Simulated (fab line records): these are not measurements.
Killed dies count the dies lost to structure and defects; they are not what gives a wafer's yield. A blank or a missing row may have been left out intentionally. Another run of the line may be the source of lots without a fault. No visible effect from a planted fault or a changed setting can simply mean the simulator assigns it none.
The tool behind it: which one? + flow n5Finfet + 72 wafers from 24 lots sampled at 2 of the route's 1938 steps

WHAT THE GAUGES SHOWED, per wafer
N5_GATE_CUT_OVL_MEAS_14. Usual: GATE_CUT_OVL gives -0.6 nm (standard deviation 0.64).
| lot  | measured     | on         | GATE_CUT_OVL (nm) | flag |
|------|--------------|------------|-------------------|------|
| L074 | day 4 12:22  | overlay-02 | -1.0 -1.6 0.0     |      |
| L075 | day 4 17:07  | overlay-01 | -0.8 -0.2 0.0     |      |
| L076 | day 4 23:15  | overlay-01 | -0.6 -0.1 0.6     |      |
| L077 | day 5 08:06  | overlay-02 | -0.8 -1.3 -1.2    |      |
| L078 | day 5 16:13  | overlay-01 | -0.8 -1.3 -1.1    |      |
| L079 | day 5 22:07  | overlay-02 | 0.3 0.5 -0.1      |      |
| L080 | day 6 07:43  | overlay-02 | 0.2 0.3 -0.4      |      |
| L081 | day 6 14:02  | overlay-01 | 0.2 -0.8 -0.8     |      |
| L082 | day 6 16:22  | overlay-01 | -0.3 -0.9 0.0     |      |
| L083 | day 6 18:45  | overlay-01 | -1.6 -1.4 -0.7    |      |
| L084 | day 7 00:31  | overlay-01 | -0.7 -0.4 -1.5    |      |
| L085 | day 7 04:08  | overlay-01 | 0.1 -0.3 -0.4     |      |
| L086 | day 7 10:49  | overlay-01 | -1.5 -1.5 -1.0    |      |
| L087 | day 7 16:26  | overlay-01 | 0.0 -0.7 -0.4     |      |
| L088 | day 7 21:28  | overlay-01 | -0.3 0.4 -0.4     |      |
| L089 | day 8 02:55  | overlay-01 | -0.7 0.1 -0.2     |      |
| L090 | day 8 09:22  | overlay-01 | 0.1 0.1 0.4       |      |
| L091 | day 8 15:38  | overlay-01 | -0.7 -0.4 -1.5    |      |
| L092 | day 9 02:46  | overlay-01 | -0.7 -0.6 0.0     |      |
| L093 | day 9 04:40  | overlay-01 | -2.1 -1.5 -1.7    |      |
| L094 | day 9 15:59  | overlay-01 | -1.6 -1.1 -1.5    |      |
| L095 | day 9 18:11  | overlay-01 | -1.5 -1.1 -0.6    |      |
| L096 | day 9 23:08  | overlay-01 | -0.6 0.0 -1.2     |      |
| L097 | day 10 05:47 | overlay-01 | -0.1 -0.5 -1.1    |      |

EACH LOT AND THE TOOL THAT RAN IT (in order: tool; ch and the chambers of the sampled wafers; start)
| lot  | N5_HKMG_FIN_DESCUM_17            |
|------|----------------------------------|
| L074 | rieDiel-01 ch 1,2,3, day 4 04:08 |
| L075 | rieDiel-05 ch 0,3, day 4 09:05   |
| L076 | rieDiel-05 ch 0,1, day 4 15:04   |
| L077 | rieDiel-05 ch 0,1,3, day 5 00:02 |
| L078 | rieDiel-01 ch 0,1,3, day 5 08:05 |
| L079 | rieDiel-01 ch 0,1,2, day 5 14:07 |
| L080 | rieDiel-01 ch 0,1,2, day 5 22:52 |
| L081 | rieDiel-05 ch 2,3, day 6 05:53   |
| L082 | rieDiel-01 ch 0,1,3, day 6 08:13 |
| L083 | rieDiel-05 ch 0,1,2, day 6 10:28 |
| L084 | rieDiel-05 ch 0,2,3, day 6 15:27 |
| L085 | rieDiel-05 ch 0,1,3, day 6 20:07 |
| L086 | rieDiel-04 ch 1,2, day 7 02:40   |
| L087 | rieDiel-05 ch 0,1,2, day 7 08:25 |
| L088 | rieDiel-05 ch 2,3, day 7 12:56   |
| L089 | rieDiel-05 ch 0,1,2, day 7 18:41 |
| L090 | rieDiel-01 ch 1,2,3, day 8 01:02 |
| L091 | rieDiel-05 ch 1,2,3, day 8 06:49 |
| L092 | rieDiel-04 ch 2,3, day 8 17:32   |
| L093 | rieDiel-04 ch 0,2, day 8 18:35   |
| L094 | rieDiel-01 ch 1,2,3, day 9 07:20 |
| L095 | rieDiel-04 ch 0,3, day 9 09:35   |
| L096 | rieDiel-04 ch 1,2, day 9 14:41   |
| L097 | rieDiel-04 ch 1,2, day 9 21:30   |
- N5_HKMG_FIN_DESCUM_17: chemistry O2, time 7.9 s.

WHAT THE TOOLS THEMSELVES READ (means of the sampled wafers that have a number; where no wafer has one, the mark that the record gives instead)
N5_HKMG_FIN_DESCUM_17. Usual: chamberPressureMTorr 19.999 mTorr, standard deviation 0.019; drypumpMotorCurrentA 5.5 A, standard deviation 0.49; oesProductAu 0.80 a.u., standard deviation 0.092; rfVppV 243.0 V, standard deviation 1.1; showerheadPlenumPTorr 2.08 Torr, standard deviation 0.048; throttleValvePct 20.16 %, standard deviation 0.2.
| lot  | tool       | chamberPressureMTorr (mTorr) | drypumpMotorCurrentA (A) | oesProductAu (a.u.) | rfVppV (V) | showerheadPlenumPTorr (Torr) | throttleValvePct (%) | flag |
|------|------------|------------------------------|--------------------------|---------------------|------------|------------------------------|----------------------|------|
| L074 | rieDiel-01 | 20.024                       | 5.3                      | 0.78                | 242.5      | 2.09                         | 20.22                |      |
| L075 | rieDiel-05 | 20.010                       | 5.3                      | 0.71                | 242.6      | 2.07                         | 20.36                |      |
| L076 | rieDiel-05 | 19.993                       | 5.7                      | 0.86                | 243.5      | 2.09                         | 20.10                |      |
| L077 | rieDiel-05 | 20.010                       | 5.6                      | 0.80                | 242.8      | 2.07                         | 20.18                |      |
| L078 | rieDiel-01 | 19.997                       | 5.4                      | 0.80                | 242.9      | 2.12                         | 20.29                |      |
| L079 | rieDiel-01 | 20.008                       | 5.3                      | 0.73                | 242.7      | 2.10                         | 20.40                |      |
| L080 | rieDiel-01 | 20.007                       | 5.3                      | 0.73                | 242.8      | 2.10                         | 20.40                |      |
| L081 | rieDiel-05 | 20.006                       | 5.3                      | 0.93                | 242.8      | 2.06                         | 20.01                |      |
| L082 | rieDiel-01 | 19.998                       | 5.4                      | 0.78                | 243.4      | 2.12                         | 20.30                |      |
| L083 | rieDiel-05 | 19.991                       | 5.7                      | 0.84                | 243.1      | 2.08                         | 20.02                |      |
| L084 | rieDiel-05 | 20.003                       | 5.3                      | 0.85                | 243.0      | 2.08                         | 20.06                |      |
| L085 | rieDiel-05 | 19.994                       | 5.6                      | 0.90                | 243.7      | 2.06                         | 20.05                |      |
| L086 | rieDiel-04 | 20.006                       | 5.4                      | 0.80                | 242.7      | 2.09                         | 20.00                |      |
| L087 | rieDiel-05 | 20.012                       | 5.7                      | 0.82                | 243.3      | 2.08                         | 20.02                |      |
| L088 | rieDiel-05 | 20.004                       | 5.3                      | 0.89                | 243.0      | 2.06                         | 20.03                |      |
| L089 | rieDiel-05 | 19.996                       | 5.7                      | 0.83                | 243.7      | 2.07                         | 20.03                |      |
| L090 | rieDiel-01 | 19.984                       | 5.4                      | 0.76                | 242.8      | 2.08                         | 20.25                |      |
| L091 | rieDiel-05 | 19.990                       | 5.7                      | 0.86                | 242.3      | 2.06                         | 19.99                |      |
| L092 | rieDiel-04 | 19.995                       | 6.0                      | 0.73                | 243.7      | 2.14                         | 20.17                |      |
| L093 | rieDiel-04 | 19.992                       | 5.4                      | 0.70                | 242.6      | 2.07                         | 20.14                |      |
| L094 | rieDiel-01 | 20.008                       | 5.4                      | 0.75                | 243.0      | 2.07                         | 20.26                |      |
| L095 | rieDiel-04 | 19.998                       | 6.0                      | 0.69                | 243.3      | 2.10                         | 20.28                |      |
| L096 | rieDiel-04 | 19.990                       | 5.4                      | 0.79                | 243.5      | 2.08                         | 20.03                |      |
| L097 | rieDiel-04 | 19.987                       | 5.4                      | 0.78                | 242.9      | 2.08                         | 20.03                |      |

THE ANSWER, worked out from the rows above alone
Rule: a lot counts as off when the mean over its wafers that have a number is more than 3 standard deviations away from the usual mean. Also off: a lot with no number at a reading for which 4 or more lots have one. The other lots that the step has rows for count as sound. The gauges are gone through in route order, then the tools' own readings, and for those a lot's mean is taken as printed above. The first step at which some lot is off is used, and at that step the reading that is off furthest; a lot without a number counts as furthest.
Across all readings shown, no lot is off: no conclusion can be drawn from this.

WHAT WAS PUT IN BY THE SIMULATOR
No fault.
